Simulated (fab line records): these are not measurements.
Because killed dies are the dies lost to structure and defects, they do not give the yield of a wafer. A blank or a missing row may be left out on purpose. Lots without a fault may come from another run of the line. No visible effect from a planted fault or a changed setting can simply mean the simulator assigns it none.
A struck lot beside a sound one :: flow nand-harc :: 35 steps out of a route of 1302
Sound: the wafers L465.3, L465.4, L465.6. Struck: wafers L473.4, L473.6 (left out: L473.3, a lot-mate that was not struck); the cause follows at the end.
For every step that has rows: the tool of each side, followed by ch and its chambers, followed by its first start. Under that, the readings that differ: sound wafers :: struck wafers :: difference of the means :: sigmas: that difference in standard deviations of wafers without a fault.
alike: readings with means less than 2 such deviations apart, plus words and numbers identical on both sides. not compared: withheld readings, readings lacking a value on some wafer, bounds such as >300 that could conceal the same value, and numbers that have no deviation in the record and whose values overlap.
Wherever a step has rows on one side only, a row that says differs or no value, or a row with sigmas, the two part there. Numbers that have no deviation but don't overlap get no sigmas and don't part them. A reading that every wafer of one side lacks parts them only if that side has two wafers or more.

first, 2 steps without rows for these wafers: NHARC_A_SLIT_PRECLEAN_19 (cleans in SC1); NHARC_A_SLIT_SRD_20.
NHARC_A_SLIT_CD_MEAS_21:
  struck on cd-sem-01, day 23 14:03; sound on cd-sem-03, day 20 03:24
  alike: cd-nm
then, 3 steps without rows for these wafers: NHARC_A_SIN_REMOVE_WET_00 (chemistry H3PO4, time 15300 s); NHARC_A_SIN_REMOVE_PRECLEAN_01 (cleans in SC1); NHARC_A_SIN_REMOVE_SRD_02.
NHARC_A_SIN_REMOVE_INSPECT_04:
  struck on defect-inspect-02, day 23 20:41; sound on defect-inspect-02, day 20 10:07
  alike: raw-defect-count
NHARC_A_WL_FILL_ALD_00: deposits Al2O3, target thk 3 nm, pulse time 3 s, ald cycles 30.
  sound on ald-hk-02 ch 0,2, day 20 10:13; struck on ald-hk-02 ch 1,3, day 23 20:45
  alike: heater-power-w, precursor-pulse-height-rel
then, 1 step without rows for these wafers: NHARC_A_WL_FILL_RTA_01 (time 5 s).
NHARC_A_WL_FILL_ALD_02: deposits TiN, target thk 2 nm, pulse time 3 s, ald cycles 100.
  sound on ald-metal-01 ch 0,2, day 20 10:42; struck on ald-metal-02 ch 2,3, day 23 21:14
  alike: heater-power-w, precursor-pulse-height-rel
NHARC_A_WL_FILL_CVD_03: deposits W, target thk 40 nm, time 279 s.
  sound on cvd-w-01 ch 0,1, day 20 11:12; struck on cvd-w-02 ch 1, day 23 21:46
  alike: heater-power-w, throttle-valve-pct
NHARC_A_WL_FILL_ETCHBACK_04: etches the open film in NF3, target depth 60 nm, time 120 s.
  sound on rie-metal-01 ch 0,1, day 20 11:34; struck on rie-metal-01 ch 0,1, day 23 22:06
  alike: drypump-motor-current-A, oes-product-au
  not compared: rf-hours-counter-h
then, 17 steps without rows for these wafers: NHARC_A_WL_FILL_ETCHBACK_05 (etches the open film in Cl2/BCl3, target depth 22 nm, time 60 s); NHARC_A_WL_FILL_STRIP_27 (strips in N2/H2, time 20 s); NHARC_A_WL_FILL_STRIP_28 (strips in post etch residue remover, time 1200 s); NHARC_A_WL_FILL_PRECLEAN_06 (cleans in DIW, time 300 s); NHARC_A_WL_FILL_SRD_07; NHARC_A_WL_FILL_ANNEAL_08 (time 1800 s); NHARC_A_WL_FILL_ALD_10 (deposits SiO2, target thk 50 nm, pulse time 10 s, ald cycles 500); NHARC_A_WL_FILL_ETCHBACK_16 (etches the open film in C4F8/O2/Ar, target depth 120 nm, time 24 s); NHARC_A_WL_FILL_STRIP_29 (strips in O2, time 20 s); NHARC_A_WL_FILL_ETCHBACK_17 (etches the open film in Cl2/BCl3, target depth 4 nm, time 26.7 s); NHARC_A_WL_FILL_PRECLEAN_18 (cleans in dHF, time 30 s); NHARC_A_WL_FILL_SRD_21; NHARC_A_WL_FILL_CVD_23 (deposits poly-Si, target thk 40 nm, time 800 s); NHARC_A_WL_FILL_ETCHBACK_26 (etches the open film in HBr, target depth 52 nm, time 13.3 s); NHARC_A_WL_FILL_PRECLEAN_30 (cleans in dHF, time 10 s); NHARC_A_WL_FILL_SRD_14; NHARC_A_WL_FILL_ALD_19 (deposits TiN, target thk 2 nm, pulse time 3 s, ald cycles 100).
NHARC_A_WL_FILL_CVD_20: deposits W, target thk 100 nm, time 74 s.
  sound: cvd-w-02 ch 0,1; struck: cvd-w-01 ch 0,1
  alike: heater-power-w, throttle-valve-pct
NHARC_A_WL_FILL_CMP_12: polishes, t overpolish 30 s, target thk 100 nm.
  sound on cmp-03 ch 1,2,3, day 21 01:31; struck on cmp-03 ch 1, day 24 14:31
  alike: edge-zone-pressure-frac, motor-current-A, overpolish-run-s, time-to-endpoint-s
then, 3 steps without rows for these wafers: NHARC_A_WL_FILL_SRD_31; NHARC_A_CONTACT_DEP_24 (deposits SiO2, target thk 500 nm); NHARC_A_CONTACT_DEP_28 (deposits aC, target thk 7000 nm).
-- record jumps: 3 days between struck wafers' starts before vs after; left off in module A_CONTACT, resumes in module END, first step shown is number 1302 of the route --
NHARC_END_SORT_01:
  here the record holds rows for the struck wafers (prober-02 ch 0, day 27 21:14) but none for the sound ones

== WHERE THEY PART ==
Only at NHARC_END_SORT_01, as far as this record shows.

WHY: whatever the simulator had introduced
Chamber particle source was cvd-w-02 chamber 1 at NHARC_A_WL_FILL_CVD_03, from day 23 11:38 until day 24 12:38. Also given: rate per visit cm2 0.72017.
